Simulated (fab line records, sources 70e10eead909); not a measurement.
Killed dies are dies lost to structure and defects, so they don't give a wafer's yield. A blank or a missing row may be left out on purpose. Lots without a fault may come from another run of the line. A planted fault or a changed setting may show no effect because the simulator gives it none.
fab line records | flow nand_harc
record lots=14 wafers=39 last_day=33
route steps=1302 shown A_SGD_CUT@921 A_SLIT@943 A_SIN_REMOVE@951 A_WL_FILL@966 END@1302
lots that met no fault: from a run of the same line without faults
start_h: hours from the record's first day to the start of the lot's first wafer shown | wait_h: hours since the lot's step before | " the same as in the row above | L1.1+2: a row that stands for several wafers | - no value, or no start given | * or withheld: withheld | < > ~ a bound
route shown NAME@n: a module of which the file shows steps, and the number in the route of the first | usual: mean/standard deviation of fault-free wafers | same: alike in all rows | chamber/n: place in a boat | sites: the reading at each site | _std_site: their standard deviation | _edge_site: outer sites' mean less inner sites' | radius_mm: how far each site lies from the wafer's centre | mask NAME#n: copy n | behind: the tool/chamber that last shaped the wafer | hold: why the lot was held/for how many hours/how that ended | device: the transistor (n, p or np) that didn't switch | end of line: the same wafers' tests at the end of the route | a step without rows: its recipe alone | killed: dies lost to structure and defects at the first sort, not the wafer's yield | map: a wafer's dies, x killed, . not, _ none there
set.NAME: the setting as run; set.NAME@STEP: as run at that earlier step | model.NAME: the simulator's own value behind a step, which no gauge read
steps of the route over a sample of lots; a table a step, a row a wafer
services: from which hour (start_h, from the record's first day; less than 0 if before it) a tool's chamber was out of use, for how many hours, and why
## steps
# step NHARC_A_SGD_CUT_INSPECT_25
# usual raw_defect_count=361/69
# columns lot.wafer tool chamber start_h wait_h raw_defect_count
L201.2 defect_inspect-02 - 438.47 - 287
L201.4 " - " " 492
L201.6 " - " " 227
L202.2 defect_inspect-01 - 452.00 - 398
L202.4 " - " " 387
L202.6 " - " " 504
L205.1 defect_inspect-01 - 480.43 - 372
L205.5 " - " " 333
L205.6 " - " " 346
L207.1 defect_inspect-01 - 527.05 - 340
L207.2 " - " " 376
L207.3 " - " " 369
L209.2 defect_inspect-01 - 535.12 - 486
L209.4 " - " " 365
L209.6 " - " " 383
L212.1 defect_inspect-01 - 548.72 - 375
L212.2 " - " " 347
L212.6 " - " " 404
L211.1 defect_inspect-02 - 548.72 - 305
L211.3 " - " " 307
L211.6 " - " " 357
L213.4 defect_inspect-01 - 560.42 - 399
L213.5 " - " " 354
L213.6 " - " " 381
L217.1 defect_inspect-02 - 592.61 - 408
L217.6 " - " " 257
L216.2 defect_inspect-02 - 601.09 - 424
L216.6 " - " " 386
L218.2 defect_inspect-02 - 612.38 - 341
L218.6 " - " " 236
L222.1 defect_inspect-01 - 643.13 - 347
L222.2 " - " " 374
L222.6 " - " " 304
L223.2 defect_inspect-02 - 663.86 - 407
L223.5 " - " " 353
L223.6 " - " " 413
L224.3 defect_inspect-02 - 664.02 - 456
L224.4 " - " " 239
L224.6 " - " " 249
# step NHARC_A_SLIT_STRIP_18
# recipe o2_flow_sccm=500 ar_flow_sccm=0 bias_w=0 chemistry=O2
# usual drypump_motor_current_A=5.9/0.64 oes_product_au=0.998/0.01 rf_vpp_V=57.6/0.87 showerhead_plenum_p_Torr=3.46/0.12 throttle_valve_pct=17.037/0.0095
# columns lot.wafer tool chamber start_h wait_h drypump_motor_current_A oes_product_au rf_hours_counter_h rf_vpp_V showerhead_plenum_p_Torr throttle_valve_pct
L201.4 rie_diel-04 1 - - 5.7 0.988 6 58.2 3.32 17.039
L201.2 " 2 " " 5.8 0.996 5 56.5 3.63 17.035
L201.6 " 3 " " 6.6 0.983 - 57.3 3.47 17.028
L202.2 rie_diel-09 1 - - 5.4 1.005 4 57.8 3.52 17.044
L202.4 " 2 " " 6.3 0.990 10 58.3 3.59 17.032
L202.6 " 3 " " 5.2 1.013 - 57.2 3.46 17.033
L205.1 rie_diel-12 2 - - 6.8 0.995 2 56.8 3.44 17.043
L205.5 " 2 " " 6.7 0.992 - 57.3 3.44 17.029
L205.6 " 3 " " 5.9 1.009 - 57.9 3.31 17.045
L207.2 rie_diel-09 0 - - 4.9 0.995 1 55.7 3.31 17.024
L207.1 " 2 " " 6.4 0.999 0 58.1 3.58 17.043
L207.3 " 3 " " 5.2 1.003 0 57.8 3.45 17.059
L209.2 rie_diel-12 3 - - 5.9 1.006 7 57.4 3.31 17.050
L209.4 " 1 " " 4.7 0.989 7 56.7 3.30 17.030
L209.6 " 2 " " 6.7 0.981 - 57.8 3.43 17.028
L212.1 rie_diel-04 0 - - 5.7 1.003 1 58.1 3.54 17.056
L212.2 " 1 " " 5.7 1.005 1 57.4 3.32 17.017
L212.6 " 3 " " 6.6 1.013 - 58.9 3.47 17.042
L211.3 rie_diel-04 3 - - 6.6 1.016 1 57.2 3.47 17.034
L211.1 " 1 " " 5.7 0.998 1 58.3 3.32 17.028
L211.6 " 0 " " 5.6 1.011 - 58.3 3.54 17.044
L213.4 rie_diel-09 1 - - 5.5 1.013 3 58.2 3.52 17.010
L213.6 " 3 " " 5.2 0.995 - 56.8 3.45 17.026
L213.5 " 0 " " 4.9 0.997 - 56.9 3.31 17.039
L217.1 rie_diel-09 3 - - 5.2 0.993 7 57.5 3.45 17.026
L217.6 " 0 " " 4.9 0.989 - 56.0 3.31 17.023
L216.2 rie_diel-04 3 - - 6.7 1.010 5 58.1 3.47 17.052
L216.6 " 3 " " 6.6 1.009 - 57.1 3.47 17.019
L218.2 rie_diel-04 0 - - 5.7 0.998 6 58.8 3.54 17.039
L218.6 " 2 " " 5.8 1.001 - 58.4 3.62 17.031
L222.1 rie_diel-12 0 - - 6.6 0.983 1 57.7 3.63 17.052
L222.2 " 2 " " 6.8 0.985 2 55.9 3.43 17.040
L222.6 " 0 " " 6.6 1.009 - 59.0 3.63 17.036
L223.2 rie_diel-12 3 - - 5.9 0.991 2 56.7 3.30 17.024
L223.6 " 2 " " 6.7 0.998 - 56.6 3.43 17.010
L223.5 " 3 " " 5.9 0.991 - 57.9 3.30 17.044
L224.3 rie_diel-12 0 - - 6.6 0.992 1 58.0 3.63 17.036
L224.4 " 1 " " 4.7 0.991 3 56.1 3.30 17.029
L224.6 " 0 " " 6.6 0.988 - 56.1 3.63 17.043
# step NHARC_A_SIN_REMOVE_INSPECT_04
# usual raw_defect_count=364/75
# columns lot.wafer tool chamber start_h wait_h raw_defect_count
L201.2 defect_inspect-01 - 461.11 0.0 271
L201.4 " - " " 479
L201.6 " - " " 222
L202.2 defect_inspect-02 - 472.10 0.0 398
L202.4 " - " " 400
L202.6 " - " " 557
L205.1 defect_inspect-02 - 498.58 0.0 389
L205.5 " - " " 358
L205.6 " - " " 386
L207.1 defect_inspect-01 - 544.87 0.0 326
L207.2 " - " " 337
L207.3 " - " " 357
L209.2 defect_inspect-02 - 553.13 0.0 491
L209.4 " - " " 376
L209.6 " - " " 395
L212.1 defect_inspect-02 - 567.23 0.0 440
L212.2 " - " " 396
L212.6 " - " " 450
L211.1 defect_inspect-01 - 570.90 0.0 303
L211.3 " - " " 298
L211.6 " - " " 331
L213.4 defect_inspect-01 - 578.52 0.0 368
L213.5 " - " " 369
L213.6 " - " " 343
L217.1 defect_inspect-02 - 612.70 0.0 450
L217.6 " - " " 298
L216.2 defect_inspect-02 - 620.38 0.0 451
L216.6 " - " " 442
L218.2 defect_inspect-01 - 631.33 0.0 376
L218.6 " - " " 288
L222.1 defect_inspect-01 - 662.68 0.0 309
L222.2 " - " " 396
L222.6 " - " " 313
L223.2 defect_inspect-01 - 682.35 0.0 303
L223.5 " - " " 332
L223.6 " - " " 340
L224.3 defect_inspect-02 - 682.36 0.0 477
L224.4 " - " " 297
L224.6 " - " " 301
# step NHARC_A_WL_FILL_ETCHBACK_16
# recipe target_depth_a=1200 time_s=24 c4f8_flow_sccm=withheld o2_flow_sccm=8 ar_flow_sccm=withheld rf_w=600 bias_w=800 chemistry=C4F8/O2/Ar
# usual oes_product_au=0.984/0.024 rf_vpp_V=724/4 run_length_s=45.4/0.38
# columns lot.wafer tool chamber start_h wait_h oes_product_au rf_hours_counter_h rf_vpp_V run_length_s
L201.2 rie_diel-08 0 472.36 - 1.009 5.3 720 45.7
L201.4 " 3 " " 0.994 5.5 730 45.8
L201.6 " 0 " " 1.000 - 720 45.5
L202.4 rie_diel-08 0 494.14 11.9 1.009 6.0 720 45.6
L202.2 " 1 " " 1.009 5.9 724 45.2
L202.6 " 3 " " 1.000 - 728 45.4
L205.1 rie_diel-03 1 509.87 - 1.008 2.1 728 45.3
L205.5 " 0 " " 0.988 - 720 44.9
L205.6 " 1 " " 1.003 - 727 45.3
L207.1 rie_diel-08 1 558.30 - 0.997 0.1 724 45.5
L207.2 " 2 " " 0.990 0.1 724 45.1
L207.3 " 3 " " 1.000 0.1 728 45.5
L209.2 rie_diel-08 3 564.39 - 0.994 0.1 729 45.5
L209.4 " 0 " " 1.008 0.1 722 45.6
L209.6 " 2 " " 0.993 - 721 45.2
L212.1 rie_diel-05 2 579.24 - 1.017 4.7 727 45.6
L212.2 " 1 " " 0.998 5.0 718 45.0
L212.6 " 2 " " 1.005 - 727 45.1
L211.1 rie_diel-08 0 584.08 - 1.006 0.4 721 45.6
L211.3 " 1 " " 0.994 0.5 725 45.5
L211.6 " 2 " " 0.980 - 724 44.8
L213.4 rie_diel-08 3 590.99 - 0.995 0.4 728 45.7
L213.6 " 3 " " 1.003 - 729 45.9
L213.5 " 0 " " 1.019 - 723 45.8
L217.1 rie_diel-08 3 622.95 - 1.001 2.1 729 45.9
L217.6 " 0 " " 1.017 - 721 30.0
L216.2 rie_diel-08 0 635.77 - 0.993 2.5 720 45.7
L216.6 " 0 " " 1.006 - 720 30.3
L218.2 rie_diel-08 2 644.21 - 1.000 3.8 721 44.9
L218.6 " 2 " " 0.988 - 724 29.9
L222.1 rie_diel-03 3 674.10 - 0.957 0.5 719 45.4
L222.2 " 2 " " 0.956 0.5 723 46.1
L222.6 " 0 " " 0.952 - 723 44.8
L224.4 rie_diel-05 1 694.13 - 0.923 2.5 718 45.1
L224.3 " 0 " " 0.919 2.4 728 45.4
L224.6 " 1 " " 0.921 - 717 45.5
L223.2 rie_diel-03 3 694.23 - 0.926 1.0 720 45.6
L223.6 " 0 " " 0.930 - 722 44.8
L223.5 " 1 " " 0.939 - 727 45.8
# step NHARC_END_SORT_01
# recipe temp_c=25
# usual killed_at_array=55/12 killed_at_other=1.0/1.2 killed_at_periphery=3.9/2.6 killed_dies=60/12 killed_open=3.3/1.9 killed_short=2.5/1.8
# same gross_dies=677
# columns lot.wafer tool chamber start_h wait_h killed_at_array killed_at_other killed_at_periphery killed_dies killed_open killed_short
L217.1 prober-02 0 705.66 2.5 68 0 0 68 1 1
L217.6 prober-02 0 709.63 4.0 670 0 7 677 4 0
L216.2 prober-01 0 724.87 2.8 66 6 3 75 4 4
L216.6 prober-01 0 728.03 4.0 672 4 1 677 2 4
L218.2 prober-01 0 732.65 2.8 52 0 3 55 5 0
L218.6 prober-01 0 735.88 4.0 669 0 8 677 4 0
# killed by level:class
L217.1 A_SLIT:chamber_film_flake=31 A_CHANNEL_HOLE_D2:chamber_film_flake=21 A_CHANNEL_HOLE_D1:chamber_film_flake=6 A_STAIRCASE:chamber_film_flake=5 A_CONTACT:chamber_film_flake=3 A_CHANNEL_FILL_D2:geometric_particle:short=1 A_M0:geometric_particle:open=1
L217.6 A_WL_FILL:area_etchback=624 A_SLIT:chamber_film_flake=23 A_CHANNEL_HOLE_D2:chamber_film_flake=11 A_CONTACT:chamber_film_flake=5 P_GATE:chamber_film_flake=4 A_CHANNEL_HOLE_D1:chamber_film_flake=3 A_ONON_D2:geometric_particle:open=1 A_CHANNEL_FILL_D2:geometric_particle:open=1
L216.2 A_SLIT:chamber_film_flake=30 A_CHANNEL_HOLE_D1:chamber_film_flake=24 THIN_TSV:chamber_film_flake=6 A_WL_FILL:chamber_film_flake=3 A_CONTACT:chamber_film_flake=2 P_ZERO_WELL:geometric_particle:short=1 P_M0:geometric_particle:open=1 A_ONON_D1:geometric_particle:short=1
L216.6 A_WL_FILL:area_etchback=608 A_SLIT:chamber_film_flake=28 A_CHANNEL_HOLE_D1:chamber_film_flake=24 THIN_TSV:chamber_film_flake=4 A_CONTACT:chamber_film_flake=3 A_ONON_D1:geometric_particle:short=2 A_STAIRCASE:chamber_film_flake=2 P_M0:geometric_particle:open=1
L218.2 A_SLIT:chamber_film_flake=30 A_CHANNEL_HOLE_D1:chamber_film_flake=11 P_STI:chamber_film_flake=3 A_CONTACT:chamber_film_flake=3 A_CHANNEL_FILL_D1:chamber_film_flake=2 A_ONON_D1:geometric_particle:open=1 A_CHANNEL_FILL_D1:geometric_particle:open=1 A_ONON_D2:geometric_particle:open=1
L218.6 A_WL_FILL:area_etchback=617 A_SLIT:chamber_film_flake=33 A_CHANNEL_HOLE_D1:chamber_film_flake=11 A_CONTACT:chamber_film_flake=5 P_STI:chamber_film_flake=4 P_M0:geometric_particle:open=2 A_STAIRCASE:chamber_film_flake=2 P_CONTACT:geometric_particle:open=1
## services
# columns tool chamber start_h hours kind
rie_diel-03 2 430.77 6.9 repair
rie_diel-03 0 431.98 4.2 repair
rie_diel-12 - 445.40 9.0 pm
rie_diel-03 2 452.13 4.0 repair
rie_diel-03 - 458.30 9.0 pm
rie_diel-04 - 476.52 1.2 repair
rie_diel-03 2 490.87 60.6 repair
rie_diel-09 3 493.35 17.7 repair
rie_diel-09 - 497.10 9.0 pm
rie_diel-12 0 526.36 1.6 repair
rie_diel-04 - 531.90 9.0 pm
rie_diel-08 - 544.80 9.0 pm
rie_diel-03 3 545.22 2.0 repair
rie_diel-09 3 549.72 4.0 repair
rie_diel-12 3 574.28 2.8 repair
rie_diel-12 - 622.40 9.0 pm
rie_diel-08 1 628.94 9.7 repair
rie_diel-03 - 635.30 9.0 pm
rie_diel-04 0 636.67 14.4 repair
rie_diel-12 0 648.55 7.1 repair
rie_diel-09 1 653.54 1.6 repair
rie_diel-09 0 665.92 27.7 repair
rie_diel-09 - 674.10 9.0 pm
rie_diel-03 3 675.06 6.6 repair
## key
first_sign step=NHARC_A_WL_FILL_ETCHBACK_16 reading=run_length_s direction=down sigmas=41 usual=* struck=*
effect step=NHARC_END_SORT_01 reading=killed_dies direction=up sigmas=52 usual=60 struck=677
more_kills_born_at NHARC_A_WL_FILL_ETCHBACK_16@rie_diel-08=1849
met_at NHARC_A_WL_FILL_ETCHBACK_16
struck_lots L216,L217,L218
struck_wafers L216.6,L217.6,L218.6
later_rows_left_out L216.6,L217.6,L218.6
tester_left_out L216,L217,L218
not_acting_at NHARC_A_SGD_CUT_INSPECT_25,NHARC_A_SLIT_STRIP_18,NHARC_A_SIN_REMOVE_INSPECT_04
onset_between 590.99 622.95
fault kind=process_parameter_drift tool=rie_diel-08 chamber=- onset_h=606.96 steps=NHARC_A_WL_FILL_ETCHBACK_16 channel=time_s offset=* shape=step end_h=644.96 scope=struck_wafers_only acts_in=* stated=*
# tester_left_out: of these lots the tester's yield and bins aren't shown, on N5 and GAA mostly nor the transistor test; their killed dies are dies lost to structure and defects alone, not to doping, threshold or leakage, so they don't give the yield
# later_rows_left_out: the simulator's readings of these wafers behind a module that went badly wrong aren't trusted and aren't shown, but for the sort
